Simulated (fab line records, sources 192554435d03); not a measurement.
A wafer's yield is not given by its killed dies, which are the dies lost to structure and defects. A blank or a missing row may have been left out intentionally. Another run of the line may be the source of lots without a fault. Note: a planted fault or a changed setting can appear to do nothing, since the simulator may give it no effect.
fab line records	flow n5-finfet
record lots=7	wafers=21	last-day=15
route steps=1938 shown BEOL_M3@951
lots with no fault: from the same line, run without faults
start-h: the number of hours between the record's first day and the start of the first shown wafer of the lot	wait-h: how many hours have passed since the lot's step before this one	" as in the row above	L1.1+2: one row covering several wafers at once	- no value, or no start given	* or withheld: withheld	< > ~ a bound
route shown NAME@n: names a module that has steps shown in the file, with the first one's number in the route	usual: mean/standard deviation of fault-free wafers	same: alike in all rows	chamber/n: place in a boat	sites: per-site readings	_std_site: the values' standard deviation	_edge_site: outer sites' mean less inner sites'	radius-mm: for every site, how far away it sits from the centre of the wafer	mask NAME#n: copy n	behind: tool/chamber where the wafer was last shaped	hold: cause of the lot's hold/its duration in hours/its outcome	device: the transistor (n, p or np) that didn't switch	end of line: the tests these same wafers got at the end of their route	where a step has no rows: the recipe by itself	killed: not the wafer's yield, but the dies lost to structure and defects at the first sort	map: per-die view of a wafer (x killed, . not killed, _ where there is no die)
set.NAME: the setting the step ran with; set.NAME@STEP: the setting that earlier step ran with	model.NAME: the simulator's own value behind a step, which no gauge read
a table for each step, a row for each wafer; lots at some steps of the route
services: the hour from which a tool's chamber was out of use, counted from the record's first day as start-h (under 0 if before that day), plus the number of hours and why
## steps
# step N5_BEOL_M3_STRIP_65
# recipe chemistry=N2/H2	temp-c=40	n2-flow-sccm=200	h2-flow-sccm=200	rf-frequency-hz=6e+07
# step N5_BEOL_M3_STRIP_75
# recipe chemistry=N2/H2	temp-c=40	n2-flow-sccm=200	h2-flow-sccm=200	rf-frequency-hz=6e+07
# step N5_BEOL_M3_STRIP_66
# recipe chemistry=CF4	resist=SiARC	power-w=300	bias-power-w=75	pressure-mtorr=50	cf4-flow-sccm=150	rf-frequency-hz=6e+07
# usual drypump-motor-current-A=5.4/0.4	oes-product-au=0.78/0.086	rf-vpp-V=271.5/1.4	showerhead-plenum-p-Torr=1.81/0.052	throttle-valve-pct=13.58/0.22
lot.wafer	tool	chamber	start-h	wait-h	drypump-motor-current-A	oes-product-au	rf-hours-counter-h	rf-vpp-V	showerhead-plenum-p-Torr	throttle-valve-pct
L466.3	rie-diel-05	0	160.97	0.0	5.3	0.76	152	271.4	1.79	13.39
L466.4	"	3	"	"	5.4	0.74	165	271.9	1.87	13.61
L466.5	"	3	"	"	5.4	0.74	-	272.6	1.87	13.60
L469.2	rie-diel-03	3	185.85	0.0	5.1	0.82	95	272.2	1.81	13.44
L469.5	"	0	"	"	5.3	0.70	-	272.1	1.85	13.63
L469.6	"	3	"	"	5.1	0.83	-	271.7	1.81	13.45
L471.1	rie-diel-03	2	189.48	0.0	4.8	0.94	3	270.3	1.76	13.00
L471.4	"	3	"	"	5.1	0.82	96	271.7	1.81	13.46
L471.5	"	1	"	"	5.2	0.71	-	273.4	1.85	13.69
L470.1	rie-diel-05	2	194.31	0.0	6.0	0.69	242	269.9	1.77	13.97
L470.3	"	3	"	"	5.4	0.73	176	272.3	1.86	13.64
L470.5	"	3	"	"	5.4	0.73	-	271.3	1.86	13.64
L472.3	rie-diel-05	3	194.65	0.0	5.4	0.73	176	271.9	1.86	13.64
L472.4	"	3	"	"	5.4	0.73	-	272.0	1.86	13.63
L472.5	"	0	"	"	5.3	0.75	-	269.4	1.79	13.43
L478.2	rie-diel-05	0	244.36	0.0	5.3	0.74	179	271.1	1.78	13.46
L478.3	"	1	"	"	5.6	0.89	13	273.5	1.90	13.51
L478.5	"	0	"	"	5.3	0.74	-	270.4	1.78	13.46
L479.3	rie-diel-05	0	248.78	0.0	5.3	0.74	181	271.1	1.78	13.47
L479.4	"	2	"	"	6.0	0.95	-	269.0	1.77	13.42
L479.6	"	0	"	"	5.3	0.74	-	271.7	1.78	13.47
# step N5_BEOL_M3_HM_OPEN_17
# recipe chemistry=Cl2/BCl3	target-depth-a=200	overetch-a=60	target=TiN	mask-material=SOC	ion-energy-ev=150	pressure-mtorr=10	icp-w=1000	bias-w=126	Cl2_flow_sccm=53.25	bcl3-flow-sccm=21.75	Ar_flow_sccm=25
# usual drypump-motor-current-A=6.1/0.48	oes-product-au=0.67/0.058	throttle-valve-pct=22.14/0.2
lot.wafer	tool	chamber	start-h	wait-h	drypump-motor-current-A	oes-product-au	rf-hours-counter-h	throttle-valve-pct
L466.3	rie-metal-02	1	161.04	0.1	6.5	0.69	-	21.81
L466.4	"	0	"	"	6.6	0.69	-	22.32
L466.5	"	0	"	"	6.6	0.69	-	22.34
L469.2	rie-metal-02	0	185.89	0.0	6.6	0.69	36	22.33
L469.5	"	1	"	"	6.5	0.69	-	21.81
L469.6	"	0	"	"	6.6	0.69	-	22.33
L471.1	rie-metal-01	0	189.52	0.0	6.0	0.57	96	22.30
L471.4	"	0	"	"	6.0	0.56	-	22.31
L471.5	"	1	"	"	5.6	0.69	-	22.12
L470.1	rie-metal-02	1	194.36	0.0	6.5	0.68	42	21.83
L470.3	"	0	"	"	6.7	0.68	-	22.33
L470.5	"	1	"	"	6.5	0.68	-	21.82
L472.3	rie-metal-03	1	194.72	0.1	5.3	0.78	-	22.25
L472.4	"	0	"	"	6.2	0.64	-	22.08
L472.5	"	1	"	"	5.3	0.79	-	22.25
L478.2	rie-metal-02	0	244.40	0.0	6.6	0.68	41	22.36
L478.3	"	0	"	"	6.6	0.68	-	22.34
L478.5	"	0	"	"	6.6	0.67	-	22.34
L479.3	rie-metal-03	0	248.85	0.1	6.2	0.64	-	22.09
L479.4	"	1	"	"	5.3	0.76	-	22.27
L479.6	"	1	"	"	5.3	0.76	-	22.26
# step N5_BEOL_M3_STRIP_19
# recipe chemistry=O2	power-w=400	temp-c=40	pressure-mtorr=30	rf-frequency-hz=6e+07	bias-power-w=0	overash-fraction=0.2	o2-flow-sccm=225
# usual drypump-motor-current-A=5.4/0.39	oes-product-au=0.78/0.09	rf-vpp-V=3.6/0.44	showerhead-plenum-p-Torr=2.11/0.065	throttle-valve-pct=16.65/0.23
lot.wafer	tool	chamber	start-h	wait-h	drypump-motor-current-A	oes-product-au	rf-hours-counter-h	rf-vpp-V	showerhead-plenum-p-Torr	throttle-valve-pct
L466.3	rie-diel-03	1	161.21	0.1	5.2	0.72	195	3.4	2.16	16.66
L466.4	"	1	"	"	5.2	0.72	-	3.9	2.16	16.68
L466.5	"	3	"	"	5.1	0.84	-	3.7	2.12	16.52
L469.2	rie-diel-05	2	186.01	0.1	6.0	0.69	238	2.9	2.06	16.98
L469.5	"	1	"	"	5.6	0.69	-	3.4	1.97	17.06
L469.6	"	0	"	"	5.3	0.77	-	2.9	2.08	16.42
L471.1	rie-diel-03	1	189.63	0.1	5.2	0.71	205	3.7	2.16	16.70
L471.4	"	0	"	"	5.3	0.70	195	4.0	2.17	16.70
L471.5	"	0	"	"	5.3	0.71	-	4.1	2.17	16.71
L470.1	rie-diel-03	2	194.47	0.1	4.8	0.94	5	3.5	2.06	16.12
L470.3	"	1	"	"	5.2	0.69	207	3.5	2.16	16.70
L470.5	"	1	"	"	5.2	0.69	-	3.4	2.16	16.69
L472.3	rie-diel-05	2	194.80	0.1	6.0	0.69	242	3.1	2.06	16.99
L472.4	"	2	"	"	6.0	0.69	-	3.4	2.06	16.99
L472.5	"	0	"	"	5.3	0.75	-	2.9	2.08	16.43
L478.2	rie-diel-05	2	244.62	0.2	6.0	1.00	3	4.0	2.06	16.56
L478.3	"	1	"	"	5.6	0.92	13	2.8	2.23	16.64
L478.5	"	2	"	"	6.0	0.99	-	4.9	2.06	16.56
L479.3	rie-diel-03	2	248.97	0.1	4.8	0.91	19	3.4	2.06	16.14
L479.4	"	3	"	"	5.1	0.81	107	3.5	2.11	16.54
L479.6	"	0	"	"	5.3	0.69	-	3.2	2.16	16.74
# step N5_BEOL_M3_CD_MEAS_18
# recipe pitch-nm=36	target-cd-nm=18
# usual cd-nm=17.91/0.27
lot.wafer	tool	chamber	start-h	wait-h	cd-nm
L466.3	cd-sem-01	-	161.29	0.1	18.19
L466.4	"	-	"	"	17.65
L466.5	"	-	"	"	17.80
L469.2	cd-sem-03	-	186.08	0.1	18.26
L469.5	"	-	"	"	18.15
L469.6	"	-	"	"	18.28
L471.1	cd-sem-02	-	189.70	0.0	18.04
L471.4	"	-	"	"	17.69
L471.5	"	-	"	"	18.30
L470.1	cd-sem-02	-	194.54	0.0	18.08
L470.3	"	-	"	"	17.68
L470.5	"	-	"	"	17.62
L472.3	cd-sem-03	-	194.88	0.1	17.79
L472.4	"	-	"	"	18.17
L472.5	"	-	"	"	17.66
L478.2	cd-sem-03	-	244.70	0.1	17.87
L478.3	"	-	"	"	17.48
L478.5	"	-	"	"	17.85
L479.3	cd-sem-03	-	249.05	0.1	17.84
L479.4	"	-	"	"	17.99
L479.6	"	-	"	"	17.92
# step N5_BEOL_M3_COAT_67
# recipe resist=SOC	temp-c=250	time-s=60	spin-rpm=1500	resist-thk-nm=60
# step N5_BEOL_M3_COAT_68
# recipe resist=SiARC	temp-c=220	time-s=60	spin-rpm=1500	resist-thk-nm=12
# step N5_BEOL_M3_COAT_76
# recipe resist=underlayer	temp-c=205	time-s=60	spin-rpm=1500	resist-thk-nm=5
# step N5_BEOL_M3_COAT_22
# recipe resist=CAR-EUV	spin-rpm=1500	resist-thk-nm=30
# step N5_BEOL_M3_EBR_24
# recipe solvent=PGMEA	ebr-width-mm=1.5
# step N5_BEOL_M3_SOFTBAKE_23
# recipe temp-c=110	time-s=60	resist=CAR-EUV
# step N5_BEOL_M3_EXPOSE_25
# recipe mask-id=V2	na=0.33	source-shape=quasar	sigma-inner=0.2	sigma-outer=0.8	polarization=unpolarized	defocus-nm=5	dose-mj=63
# same dipole-opening-deg=30
lot.wafer	tool	chamber	start-h	wait-h	mask	model.BEOL_M3.overlay-x-nm
L466.3+4+5	euv-scanner-02	0	161.48	-	V2#0	0
L469.2+5+6	euv-scanner-02	0	186.26	-	V2#0	-0.4
L471.1+4+5	euv-scanner-02	0	190.17	-	V2#0	4.4
L470.1+3+5	euv-scanner-02	0	194.71	-	V2#0	5
L472.3+4+5	euv-scanner-02	0	195.07	-	V2#0	4
L478.2+3+5	euv-scanner-01	0	244.88	-	V2#0	0.2
L479.3+4+6	euv-scanner-01	0	249.24	-	V2#0	-0.2
# step N5_BEOL_M3_PEB_26
# recipe peb-temp-c=100	peb-time-s=60	resist=CAR-EUV
# step N5_BEOL_M3_DEVELOP_27
# recipe develop-time-s=30	developer=TMAH	resist=CAR-EUV	rinse-liquid=surfactant-rinse	dry=air-spin	dev-temp-c=23
# step N5_BEOL_M3_CD_MEAS_28
# recipe target-cd-nm=25.7	landing-energy-ev=500	detector=se-inlens	target-cd-y-nm=23.3	polarity=opening
# usual cd-nm=25.68/0.23
lot.wafer	tool	chamber	start-h	wait-h	cd-nm
L466.3	cd-sem-02	0	161.60	-	25.46
L466.4	"	0	"	"	25.77
L466.5	"	0	"	"	25.52
L469.2	cd-sem-02	0	186.40	-	25.97
L469.5	"	0	"	"	25.26
L469.6	"	0	"	"	25.80
L471.1	cd-sem-02	0	190.32	-	25.97
L471.4	"	0	"	"	25.69
L471.5	"	0	"	"	25.86
L470.1	cd-sem-01	0	194.86	-	25.46
L470.3	"	0	"	"	25.65
L470.5	"	0	"	"	25.87
L472.3	cd-sem-01	0	195.20	-	26.01
L472.4	"	0	"	"	25.75
L472.5	"	0	"	"	25.96
L478.2	cd-sem-03	0	245.01	-	25.57
L478.3	"	0	"	"	26.01
L478.5	"	0	"	"	25.64
L479.3	cd-sem-01	0	249.37	-	25.70
L479.4	"	0	"	"	25.74
L479.6	"	0	"	"	25.28
# step N5_BEOL_M3_OVL_MEAS_29
# recipe points-per-wafer=522
# usual V2_OVL=0.2/0.77
lot.wafer	tool	chamber	start-h	wait-h	V2_OVL[nm]
L466.3	overlay-01	0	161.64	0.0	-0.4
L466.4	"	0	"	"	0.9
L466.5	"	0	"	"	-0.3
L469.2	overlay-02	0	186.43	0.0	-1.3
L469.5	"	0	"	"	-0.3
L469.6	"	0	"	"	-0.6
L471.1	overlay-02	0	190.35	0.0	3.4
L471.4	"	0	"	"	4.1
L471.5	"	0	"	"	3.9
L470.1	overlay-02	0	194.89	0.0	4.9
L470.3	"	0	"	"	5.4
L470.5	"	0	"	"	6.3
L472.3	overlay-01	0	195.24	0.0	3.6
L472.4	"	0	"	"	3.1
L472.5	"	0	"	"	3.6
L478.2	overlay-02	0	245.05	0.0	1.2
L478.3	"	0	"	"	1.6
L478.5	"	0	"	"	0.6
L479.3	overlay-01	0	249.41	0.0	0.3
L479.4	"	0	"	"	-0.1
L479.6	"	0	"	"	0.2
# step N5_BEOL_M3_INSPECT_30
# recipe mode=adi	inspect-instrument=brightfield
# usual raw-defect-count=424/79
lot.wafer	tool	chamber	start-h	wait-h	raw-defect-count
L466.3	defect-inspect-02	-	161.70	0.1	378
L466.4	"	-	"	"	371
L466.5	"	-	"	"	558
L469.2	defect-inspect-01	-	186.49	0.0	420
L469.5	"	-	"	"	365
L469.6	"	-	"	"	488
L471.1	defect-inspect-01	-	190.41	0.1	463
L471.4	"	-	"	"	487
L471.5	"	-	"	"	513
L470.1	defect-inspect-01	-	194.95	0.1	365
L470.3	"	-	"	"	391
L470.5	"	-	"	"	431
L472.3	defect-inspect-01	-	195.28	0.0	249
L472.4	"	-	"	"	273
L472.5	"	-	"	"	481
L478.2	defect-inspect-02	-	245.10	0.0	328
L478.3	"	-	"	"	327
L478.5	"	-	"	"	501
L479.3	defect-inspect-01	-	249.46	0.0	321
L479.4	"	-	"	"	468
L479.6	"	-	"	"	339
## services
tool	chamber	start-h	hours	kind
rie-metal-01	0	139.66	5.8	repair
rie-metal-01	0	145.57	27.8	repair
rie-metal-01	-	151.98	1.0	repair
euv-scanner-01	-	153.38	1.0	pm
rie-diel-03	2	161.17	-	clean
rie-diel-03	2	161.17	-	consumable-replace:focus-ring
rie-diel-03	2	161.17	17.2	scheduled-down
rie-diel-03	2	161.17	17.2	vent-cycle
rie-diel-05	1	189.36	-	clean
rie-diel-05	1	189.36	-	consumable-replace:focus-ring
rie-diel-05	1	189.36	-	consumable-replace:showerhead
rie-diel-05	1	189.36	17.0	scheduled-down
rie-diel-05	1	189.36	17.0	vent-cycle
euv-scanner-02	-	189.49	0.5	repair
euv-scanner-02	-	192.56	1.0	pm
rie-diel-03	2	208.36	12.5	repair
euv-scanner-01	-	209.53	1.0	pm
rie-diel-03	3	217.87	22.0	repair
rie-diel-05	2	219.60	-	clean
rie-diel-05	2	219.60	-	consumable-replace:focus-ring
rie-diel-05	2	219.60	16.4	scheduled-down
rie-diel-05	2	219.60	16.4	vent-cycle
rie-diel-05	3	240.96	8.6	repair
euv-scanner-02	-	246.60	1.0	pm
## key
first-sign step=N5_BEOL_M3_OVL_MEAS_29	reading=V2_OVL	direction=up	sigmas=5.3	usual=0.2	struck=4.3
effect none on later readings
model-effect step=N5_BEOL_M3_EXPOSE_25	value=BEOL_M3.overlay-x-nm	without=0.06667	struck=4.467
met-at N5_BEOL_M3_EXPOSE_25
struck-wafers L470.1,L470.3,L470.5,L471.1,L471.4,L471.5,L472.3,L472.4,L472.5
rows-end L471.4,L472.3,L472.5
onset-between 186.26 190.17
fault kind=scanner-matching-overlay	tool=euv-scanner-02	chamber=-	onset-h=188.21	steps=N5_BEOL_M3_EXPOSE_25	offset=4.3325
# rows-end: these wafers met a further fault down the route, and their rows from its step on are left out
